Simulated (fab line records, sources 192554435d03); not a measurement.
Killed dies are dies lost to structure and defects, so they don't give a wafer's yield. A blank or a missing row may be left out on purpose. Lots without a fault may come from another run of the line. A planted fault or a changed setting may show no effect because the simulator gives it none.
Chamber matching | flow n5_finfet | N5_MIM_BOT_LITHO_DESCUM_10 on rie_diel-03: 3 sister chambers
The step chemistry O2, time 7.9 s. 18 wafers are shown with their chamber, then 7 later ones without.

WAFERS WITH THEIR CHAMBER
wafer  | chamber | showerhead_plenum_p_Torr (Torr) | drypump_motor_current_A (A) | throttle_valve_pct (%)
L077.1 | 2       | 2.20                            | 5.8                         | 20.36
L077.4 | 3       | 2.05                            | 5.3                         | 20.10
L077.5 | 1       | 2.05                            | 5.4                         | 20.64
L082.2 | 3       | 2.05                            | 5.3                         | 20.14
L082.4 | 1       | 2.05                            | 5.4                         | 20.66
L082.5 | 2       | 2.20                            | 5.8                         | 20.37
L086.2 | 3       | 2.05                            | 5.3                         | 20.12
L086.4 | 1       | 2.04                            | 5.4                         | 20.66
L086.6 | 1       | 2.04                            | 5.4                         | 20.66
L089.1 | 3       | 2.04                            | 5.3                         | 20.14
L089.3 | 2       | 2.19                            | 5.8                         | 20.39
L089.4 | 1       | 2.04                            | 5.5                         | 20.68
L085.2 | 3       | 2.04                            | 5.3                         | 20.16
L085.3 | 1       | 2.04                            | 5.5                         | 20.68
L085.5 | 1       | 2.04                            | 5.5                         | 20.68
L091.2 | 1       | 2.04                            | 5.5                         | 20.67
L091.4 | 2       | 2.19                            | 5.8                         | 20.41
L091.5 | 1       | 2.04                            | 5.4                         | 20.69

SIGNATURES (means of the wafers above)
reading                  | chamber 1 | chamber 2 | chamber 3 | scatter within a chamber
showerhead_plenum_p_Torr | 2.0422    | 2.1950    | 2.0460    | 0.005
drypump_motor_current_A  | 5.444     | 5.800     | 5.300     | 0.0385
throttle_valve_pct       | 20.6689   | 20.3825   | 20.1320   | 0.0191
Rule: a wafer's distance from a chamber is the root of the sum, over the readings, of the square of ((its reading less the chamber's mean) divided by the reading's scatter). The wafer belongs to the nearest chamber; if the next one is less than 2 further off, it can't be placed. The scatter: the root of (the sum of the squares of (reading less its chamber's mean) over the shown wafers, divided by (wafers less chambers)).

WAFERS WITHOUT THEIR CHAMBER
wafer  | showerhead_plenum_p_Torr (Torr) | drypump_motor_current_A (A) | throttle_valve_pct (%)
L093.1 | 2.04                            | 5.5                         | 20.69
L093.4 | 2.19                            | 5.8                         | 20.41
L093.5 | 2.04                            | 5.3                         | 20.17
L094.1 | 2.19                            | 5.8                         | 20.45
L094.2 | 2.04                            | 5.3                         | 20.16
L095.4 | 2.04                            | 5.3                         | 20.18
L095.6 | 2.19                            | 5.8                         | 20.43

WHICH CHAMBER EACH WENT THROUGH
wafer  | from the rows above | in truth
L093.1 | 1                   | 1
L093.4 | 2                   | 2
L093.5 | 3                   | 3
L094.1 | 2                   | 2
L094.2 | 3                   | 3
L095.4 | 3                   | 3
L095.6 | 2                   | 2
Placed correctly: 7 of 7. Can't be placed from these rows: 0. Placed wrongly: 0.
